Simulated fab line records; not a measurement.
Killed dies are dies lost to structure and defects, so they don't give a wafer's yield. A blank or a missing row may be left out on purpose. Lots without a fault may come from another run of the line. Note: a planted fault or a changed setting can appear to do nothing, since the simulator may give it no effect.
Chamber matching    flow n5 finfet    N5_BEOL_M4_DEP_57 on pecvd-01: 3 sister chambers
The step deposits SiCN from 3MS/NH3, target thk 8 nm, time 14 s. 6 wafers are shown with their chamber, then 11 later ones without.

## EACH WAFER AND ITS CHAMBER
wafer   chamber  showerhead plenum p Torr (Torr)  throttle valve pct (%)
L083.3  2        3.649                            9.1
L084.2  0        3.672                            9.1
L085.3  0        3.679                            9.2
L085.5  2        3.651                            9.3
L085.6  1        3.631                            8.6
L086.4  1        3.644                            8.6

## WAFERS WHOSE CHAMBER IS MISSING
wafer   showerhead plenum p Torr (Torr)  throttle valve pct (%)
L086.5  3.680                            9.0
L086.6  3.654                            9.0
L088.2  3.651                            8.7
L088.4  3.648                            8.7
L088.6  3.652                            8.7
L089.1  3.648                            9.0
L089.2  3.637                            9.2
L089.3  3.649                            9.0
L097.3  3.676                            9.0
L097.5  3.683                            9.1
L097.6  3.632                            8.8

## EACH ONE'S CHAMBER
wafer    from the rows above       in truth
L086.5   0                         0
L086.6   can't be placed: 2 or 0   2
L088.2   1                         1
L088.4   1                         1
L088.6   1                         1
L089.1   2                         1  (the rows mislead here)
L089.2   2                         2
L089.3   2                         2
L097.3   0                         0
L097.5   0                         0
L097.6   1                         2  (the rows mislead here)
Placed correctly: 8 of 11. These rows do not allow placing 1 (true chamber among the candidates in 1). Number placed wrongly: 2.
How it was worked out, from the rows above alone: a wafer's distance from a chamber is the root of the sum, over the readings, of the square of ((its reading less the chamber's mean) divided by the reading's scatter). The wafer belongs to the nearest chamber; if the next one is less than 2 further off, it can't be placed. A chamber's mean is the mean of its shown wafers. The scatter: take each reading less its chamber's mean, square it, sum over the shown wafers, divide by the number of wafers less the number of chambers, and take the root.
